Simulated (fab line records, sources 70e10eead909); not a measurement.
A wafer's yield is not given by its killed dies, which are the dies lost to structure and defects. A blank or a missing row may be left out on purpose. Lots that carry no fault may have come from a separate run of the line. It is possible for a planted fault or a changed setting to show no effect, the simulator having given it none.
Comparing a struck lot with a sound one | flow nandHarc | 12 out of 1302 route steps
Sound: the wafers L821.2, L821.4, L821.6. Struck: wafers L815.2, L815.4. (L815.6 of the same lot was not struck and is left out.) The cause comes at the end.
At each step with rows: each side's tool, then ch and its chambers, then its first start. Under that, the readings that differ: sound wafers | struck wafers | difference of the means | sigmas: that difference in standard deviations of wafers without a fault.
alike: same words and numbers on both sides, and readings whose means sit less than 2 such deviations apart. not compared: any withheld reading, any reading some wafer has no value for, any bound like >300 that may hide the same value, and any number with overlapping values for which the record gives no deviation.
A row with sigmas, a row that says differs or no value, or rows on one side alone: a step with any of these is where the two part. Numbers that don't overlap but have no deviation are shown without sigmas and don't part them. A reading that every wafer of one side lacks parts them only if that side has two wafers or more.

NHARC_A_BONDPAD_DEGAS_25: time 60 s.
  sound on pvdSputter-01, day 30 09:01; struck on pvdSputter-02, day 27 13:33
reading          | sound       | struck  | difference | sigmas
heaterPowerW (W) | 417 326 433 | 619 473 | +154       | +2
  alike: susceptorTempC
then, 1 step without rows for these wafers: NHARC_A_BONDPAD_PRE_CLEAN_26 (time 30 s).
NHARC_A_BONDPAD_PVD_17: deposits TaN, target thk 5 nm, time 8.06 s.
  sound on pvdSputter-01; struck on pvdSputter-02
  alike: chamberPressurePa, throttleValvePct
NHARC_A_BONDPAD_PVD_27: deposits Cu, target thk 30 nm, time 20.49 s.
  sound on pvdSputter-01; struck on pvdSputter-02
reading              | sound          | struck    | difference | sigmas
throttleValvePct (%) | 30.0 30.9 31.3 | 29.5 27.7 | -2.1       | -2
  alike: chamberPressurePa
then, 1 step without rows for these wafers: NHARC_A_BONDPAD_ECD_18 (material Cu, target thk 400 nm).
NHARC_A_BONDPAD_ANNEAL_28: time 90 s.
  sound on rtpAnneal-01 ch 0, day 30 09:48; struck on rtpAnneal-02 ch 0, day 27 14:20
  alike: wafer_temp_C_max
NHARC_A_BONDPAD_CMP_19: polishes, t overpolish 30 s, cu recess touch 16 s, target thk 169.82 nm.
  sound on cmp-04 ch 0,1,2, day 30 10:09; struck on cmp-04 ch 1,3, day 27 14:38
  alike: motorCurrentA, overpolishRunS
NHARC_A_BONDPAD_THK_MEAS_20: measures by xrf.
  sound on filmMetro-01, day 30 10:25; struck on filmMetro-01, day 27 14:57
  alike: thkNm
then, 1 step without rows for these wafers: NHARC_A_BONDPAD_SRD_21 (time 30 s, dry time 20 s).
NHARC_A_BONDPAD_INSPECT_23:
  sound on defectInspect-01, day 30 10:38; struck on defectInspect-01, day 27 15:11
  alike: rawDefectCount
NHARC_HYBRID_BOND_ACTIVATE_00: chemistry N2, time 60 s.
  sound on rieDiel-08 ch 2,3, day 30 10:42; struck on rieDiel-08 ch 2,3, day 27 15:16
reading        | sound          | struck    | difference | sigmas
rfVppV (V)     | 62.6 62.0 61.9 | 64.8 64.5 | +2.5       | +3
runLengthS (s) | 80.6 81.0 81.2 | 73.2 73.6 | -7.5       | -17
  alike: drypumpMotorCurrentA, mfcArSccm, oesProductAu, showerheadPlenumPTorr
  not compared: rfHoursCounterH
then, 1 step without rows for these wafers: NHARC_HYBRID_BOND_PRECLEAN_01 (cleans in DIW, time 300 s).

## WHERE THEY PART
First at NHARC_A_BONDPAD_DEGAS_25; last, within this record, at NHARC_HYBRID_BOND_ACTIVATE_00.

WHY: what the simulator had put in
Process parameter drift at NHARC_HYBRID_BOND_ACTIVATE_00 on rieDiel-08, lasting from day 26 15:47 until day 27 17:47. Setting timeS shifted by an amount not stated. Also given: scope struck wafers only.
